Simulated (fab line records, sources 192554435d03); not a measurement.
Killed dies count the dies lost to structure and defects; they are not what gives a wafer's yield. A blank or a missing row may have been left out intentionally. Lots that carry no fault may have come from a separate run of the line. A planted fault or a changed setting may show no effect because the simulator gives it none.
The tool behind it: which one? | flow n5Finfet | 6 lots, 18 wafers sampled, at 4 steps of a route of 1938

== WHAT THE GAUGES READ, wafer by wafer ==
N5_BEOL_M10_OVL_MEAS_12.
lot  | measured     | on         | M10_OVL (nm)
L813 | day 10 09:59 | overlay-01 | 0.3 -0.8 -0.3
L818 | day 11 08:44 | overlay-02 | 0.0 -1.0 -0.9
L826 | day 13 17:25 | overlay-02 | 0.9 0.1 0.6
L831 | day 14 08:52 | overlay-01 | -0.6 -0.5 -1.2
L830 | day 14 16:01 | overlay-02 | -1.5 -0.9 -1.0
L834 | day 16 04:55 | overlay-02 | -1.7 -0.2 0.4

== TOOL THAT RAN EACH LOT (tool first, then ch and the chambers of the sampled wafers, then the start) ==
lot  | N5_BEOL_M9_SURFACE_TREAT_79 | N5_BEOL_M9_DEP_56               | N5_BEOL_M10_EXPOSE_08
L813 | pvdSputter-02, day 10 05:28 | pecvd-02 ch 1,2, day 10 06:55   | arfiScanner-02 ch 0, day 10 09:50
L818 | pvdSputter-02, day 11 05:16 | pecvd-03 ch 0,1,2, day 11 07:02 | arfiScanner-01 ch 0, day 11 08:35
L826 | pvdSputter-01, day 13 13:27 | pecvd-03 ch 0,1,2, day 13 14:55 | arfiScanner-02 ch 0, day 13 17:17
L831 | pvdSputter-01, day 14 05:34 | pecvd-02 ch 0,1,2, day 14 06:40 | arfiScanner-03 ch 0, day 14 08:42
L830 | pvdSputter-02, day 14 13:24 | pecvd-03 ch 1,2, day 14 14:31   | arfiScanner-03 ch 0, day 14 15:52
L834 | pvdSputter-01, day 16 01:16 | pecvd-03 ch 0,1,2, day 16 02:19 | arfiScanner-02 ch 0, day 16 04:45
- N5_BEOL_M9_SURFACE_TREAT_79
- N5_BEOL_M9_DEP_56: deposits SiCN from 3MS/NH3, target thk 15 nm, time 26.5 s.
- N5_BEOL_M10_EXPOSE_08: exposes mask M10.

== THE ANSWER, worked out from the rows above alone ==
Rule: what is usual is taken from the lots themselves. The widest of any qualifying gaps counts: lots, ordered by their means at a reading, are off when they make up no more than a third of the lots, leave a main group of 4 or more, and stand apart from it by 3 or more times the standard deviation of that group's means. Not used: any main group whose means are identical at the precision the tables above print for the reading. Also off: a lot with no number at a reading for which 4 or more lots have one. All remaining lots with rows at the step are treated as sound.
Across all readings shown, no lot is off: no conclusion can be drawn from this.

== WHAT THE SIMULATOR HAD INSERTED ==
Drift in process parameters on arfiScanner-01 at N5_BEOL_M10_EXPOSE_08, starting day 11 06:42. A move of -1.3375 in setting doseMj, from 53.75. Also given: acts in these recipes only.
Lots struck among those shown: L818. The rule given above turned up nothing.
